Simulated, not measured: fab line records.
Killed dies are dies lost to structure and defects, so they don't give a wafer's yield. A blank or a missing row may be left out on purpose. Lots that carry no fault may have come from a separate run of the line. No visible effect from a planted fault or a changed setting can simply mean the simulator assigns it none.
Which of the tools did it? :: flow nandHarc :: 6 lots, 18 wafers sampled, at 4 steps of a route of 1302

## WHAT THE GAUGES READ, wafer by wafer
NHARC_A_M0_INSPECT_27.
lot: L894
measured: day 23 18:31
on: defectInspect-02
rawDefectCount: 453 583 492

lot: L905
measured: day 27 16:04
on: defectInspect-01
rawDefectCount: 3415 882 968

lot: L904
measured: day 28 01:20
on: defectInspect-02
rawDefectCount: 3112 458 3190

lot: L912
measured: day 31 05:19
on: defectInspect-02
rawDefectCount: 610 667 682

lot: L914
measured: day 31 11:40
on: defectInspect-01
rawDefectCount: 706 554 632

lot: L916
measured: day 31 22:48
on: defectInspect-01
rawDefectCount: 411 392 316

## EACH LOT AND THE TOOL THAT RAN IT (in order: tool; ch and the chambers of the sampled wafers; start)
lot: L894
NHARC_A_M0_DEGAS_28: pvdSputter-03, day 23 16:58
NHARC_A_M0_PVD_21: pvdSputter-03, day 23 18:03 or earlier
NHARC_A_M0_CMP_23: cmp-04 ch 0,1, day 23 18:03

lot: L905
NHARC_A_M0_DEGAS_28: pvdSputter-03, day 27 14:31
NHARC_A_M0_PVD_21: pvdSputter-03, day 27 15:35 or earlier
NHARC_A_M0_CMP_23: cmp-04 ch 0,1, day 27 15:35

lot: L904
NHARC_A_M0_DEGAS_28: pvdSputter-03, day 27 23:34
NHARC_A_M0_PVD_21: pvdSputter-03, day 28 00:51 or earlier
NHARC_A_M0_CMP_23: cmp-04 ch 0,2, day 28 00:51

lot: L912
NHARC_A_M0_DEGAS_28: pvdSputter-03, day 31 03:46
NHARC_A_M0_PVD_21: pvdSputter-03, day 31 04:53 or earlier
NHARC_A_M0_CMP_23: cmp-03 ch 2,3, day 31 04:53

lot: L914
NHARC_A_M0_DEGAS_28: pvdSputter-01, day 31 10:04
NHARC_A_M0_PVD_21: pvdSputter-01, day 31 11:14 or earlier
NHARC_A_M0_CMP_23: cmp-03 ch 1,2,3, day 31 11:14

lot: L916
NHARC_A_M0_DEGAS_28: pvdSputter-02, day 31 21:14
NHARC_A_M0_PVD_21: pvdSputter-02, day 31 22:20 or earlier
NHARC_A_M0_CMP_23: cmp-04 ch 1,3, day 31 22:20
- NHARC_A_M0_DEGAS_28: time 60 s.
- NHARC_A_M0_PVD_21: deposits Cu, target thk 30 nm, time 20.49 s.
- NHARC_A_M0_CMP_23: polishes, t overpolish 20 s, target thk 113.75 nm.

## THE ANSWER, worked out from the rows above alone
Rule: the lots themselves supply what counts as usual. The widest of any qualifying gaps counts: lots, ordered by their means at a reading, are off when they make up no more than a third of the lots, leave a main group of 4 or more, and stand apart from it by 3 or more times the standard deviation of that group's means. The tables above print the reading to a certain number of digits; a main group whose means all agree to those digits is not used. A lot without any number at a reading at which 4 lots or more have one is off too. The other lots that the step has rows for count as sound.
Off: L905, L904, at NHARC_A_M0_INSPECT_27 (rawDefectCount). Mean 542 and standard deviation 1.1e+02 in the main group.
A tool fits if, at a process step before that reading, it ran every lot that is off, and no sound lot after the first of them. The gauges at NHARC_A_M0_INSPECT_27 are tried like those tools. NHARC_A_M0_PVD_21 gives no start for some lots, so the hours and the order of its lots are those of NHARC_A_M0_CMP_23. Of those tried, none fits.

## WHAT THE SIMULATOR PUT IN
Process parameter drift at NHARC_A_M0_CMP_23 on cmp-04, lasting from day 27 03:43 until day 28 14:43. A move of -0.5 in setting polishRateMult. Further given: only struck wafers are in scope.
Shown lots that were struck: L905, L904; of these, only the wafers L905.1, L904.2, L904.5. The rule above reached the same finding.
